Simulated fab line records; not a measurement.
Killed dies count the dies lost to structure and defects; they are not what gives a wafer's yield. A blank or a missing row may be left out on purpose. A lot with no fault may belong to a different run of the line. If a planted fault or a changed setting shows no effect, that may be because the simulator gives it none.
Chamber matching || flow nand harc || cmp-04 running NHARC_A_M0_CMP_23: 4 sister chambers
The step polishes, t overpolish 20 s, target thk 113.75 nm. 14 wafers are shown with their chamber, then 7 later ones without.

== WAFERS PAIRED WITH THEIR CHAMBERS ==
{"wafer": "L076.2", "chamber": 2, "motor current A (A)": 11.7, "time to endpoint s (s)": 31}
{"wafer": "L076.3", "chamber": 3, "motor current A (A)": 11.5, "time to endpoint s (s)": 30}
{"wafer": "L076.6", "chamber": 0, "motor current A (A)": 11.4, "time to endpoint s (s)": 30}
{"wafer": "L079.1", "chamber": 0, "motor current A (A)": 10.3, "time to endpoint s (s)": 27}
{"wafer": "L079.3", "chamber": 2, "motor current A (A)": 11.9, "time to endpoint s (s)": 29}
{"wafer": "L079.6", "chamber": 3, "motor current A (A)": 11.7, "time to endpoint s (s)": 31}
{"wafer": "L077.2", "chamber": 2, "motor current A (A)": 11.8, "time to endpoint s (s)": 32}
{"wafer": "L077.3", "chamber": 3, "motor current A (A)": 11.0, "time to endpoint s (s)": 32}
{"wafer": "L077.4", "chamber": 1, "motor current A (A)": 12.3, "time to endpoint s (s)": 32}
{"wafer": "L083.1", "chamber": 3, "motor current A (A)": 11.3, "time to endpoint s (s)": 33}
{"wafer": "L083.3", "chamber": 1, "motor current A (A)": 13.0, "time to endpoint s (s)": 34}
{"wafer": "L083.4", "chamber": 0, "motor current A (A)": 11.5, "time to endpoint s (s)": 33}
{"wafer": "L085.3", "chamber": 0, "motor current A (A)": 10.7, "time to endpoint s (s)": 27}
{"wafer": "L085.5", "chamber": 1, "motor current A (A)": 13.0, "time to endpoint s (s)": 31}

SIGNATURES (means of the wafers above)
{"reading": "motor current A", "chamber 0": 10.975, "chamber 1": 12.767, "chamber 2": 11.800, "chamber 3": 11.375, "scatter within a chamber": 0.4}
{"reading": "time to endpoint s", "chamber 0": 29.25, "chamber 1": 32.33, "chamber 2": 30.67, "chamber 3": 31.50, "scatter within a chamber": 1.98}
Rule: distance of a wafer from a chamber = root of the sum over the readings of ((wafer's reading minus chamber's mean) / reading's scatter) squared. The wafer belongs to the nearest chamber; if the next one is less than 2 further off, it can't be placed. The scatter is the square root of a quotient: the sum, over the shown wafers, of each reading's squared deviation from its chamber's mean, divided by wafers minus chambers.

== WAFERS WITH NO CHAMBER GIVEN ==
{"wafer": "L085.6", "motor current A (A)": 12.0, "time to endpoint s (s)": 31}
{"wafer": "L092.1", "motor current A (A)": 13.0, "time to endpoint s (s)": 33}
{"wafer": "L092.3", "motor current A (A)": 11.2, "time to endpoint s (s)": 33}
{"wafer": "L092.5", "motor current A (A)": 11.1, "time to endpoint s (s)": 32}
{"wafer": "L097.1", "motor current A (A)": 11.3, "time to endpoint s (s)": 28}
{"wafer": "L097.3", "motor current A (A)": 11.3, "time to endpoint s (s)": 29}
{"wafer": "L097.4", "motor current A (A)": 12.8, "time to endpoint s (s)": 30}

== THE CHAMBER EACH PASSED THROUGH ==
{"wafer": "L085.6", "from the rows above": "can't be placed: 2 or 3 or 1", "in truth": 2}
{"wafer": "L092.1", "from the rows above": 1, "in truth": 1}
{"wafer": "L092.3", "from the rows above": "can't be placed: 3 or 2 or 0", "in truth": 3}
{"wafer": "L092.5", "from the rows above": "can't be placed: 3 or 0 or 2", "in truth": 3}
{"wafer": "L097.1", "from the rows above": "can't be placed: 0 or 3 or 2", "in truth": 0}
{"wafer": "L097.3", "from the rows above": "can't be placed: 0 or 3 or 2", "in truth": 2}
{"wafer": "L097.4", "from the rows above": "can't be placed: 1 or 2", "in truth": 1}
Placed correctly: 1 of 7. These rows do not allow placing 6 (true chamber among the candidates in 6). 0 placed wrongly.
